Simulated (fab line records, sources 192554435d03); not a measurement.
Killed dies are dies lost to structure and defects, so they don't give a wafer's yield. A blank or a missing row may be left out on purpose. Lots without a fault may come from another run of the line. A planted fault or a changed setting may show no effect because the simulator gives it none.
Chamber matching | flow n5_finfet | N5_BEOL_M7_ETCH_66 on rie_diel-04: 4 sister chambers
The step etches SOC in N2/H2, target depth 80 nm, overetch 16 nm, time 120 s. 8 wafers are shown with their chamber, then 7 later ones without.

WAFERS WITH THEIR CHAMBER
wafer  | chamber | showerhead_plenum_p_Torr (Torr) | drypump_motor_current_A (A)
L078.1 | 3       | 2.63                            | 5.9
L080.3 | 2       | 2.53                            | 5.5
L088.2 | 2       | 2.52                            | 5.4
L088.5 | 0       | 2.38                            | 6.3
L089.1 | 0       | 2.38                            | 6.3
L089.2 | 3       | 2.62                            | 5.9
L094.2 | 1       | 2.62                            | 6.0
L094.5 | 1       | 2.62                            | 6.0

WAFERS WITHOUT THEIR CHAMBER
wafer  | showerhead_plenum_p_Torr (Torr) | drypump_motor_current_A (A)
L094.6 | 2.52                            | 5.5
L093.3 | 2.61                            | 6.0
L093.5 | 2.62                            | 6.0
L093.6 | 2.52                            | 5.4
L097.1 | 2.62                            | 6.0
L097.2 | 2.61                            | 5.9
L097.6 | 2.70                            | 6.4

WHICH CHAMBER EACH WENT THROUGH
wafer  | from the rows above     | in truth
L094.6 | 2                       | 2
L093.3 | 1                       | 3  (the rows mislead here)
L093.5 | 1                       | 1
L093.6 | 2                       | 2
L097.1 | 1                       | 1
L097.2 | can't be placed: 3 or 1 | 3
L097.6 | can't be placed: 1 or 3 | 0
Placed correctly: 4 of 7. Can't be placed from these rows: 2 (the true chamber is among the candidates in 1). Placed wrongly: 1.
How it was worked out, from the rows above alone: a wafer's distance from a chamber is the root of the sum, over the readings, of the square of ((its reading less the chamber's mean) divided by the reading's scatter). The wafer belongs to the nearest chamber; if the next one is less than 2 further off, it can't be placed. A chamber's mean is the mean of its shown wafers. The scatter: the root of (the sum of the squares of (reading less its chamber's mean) over the shown wafers, divided by (wafers less chambers)).
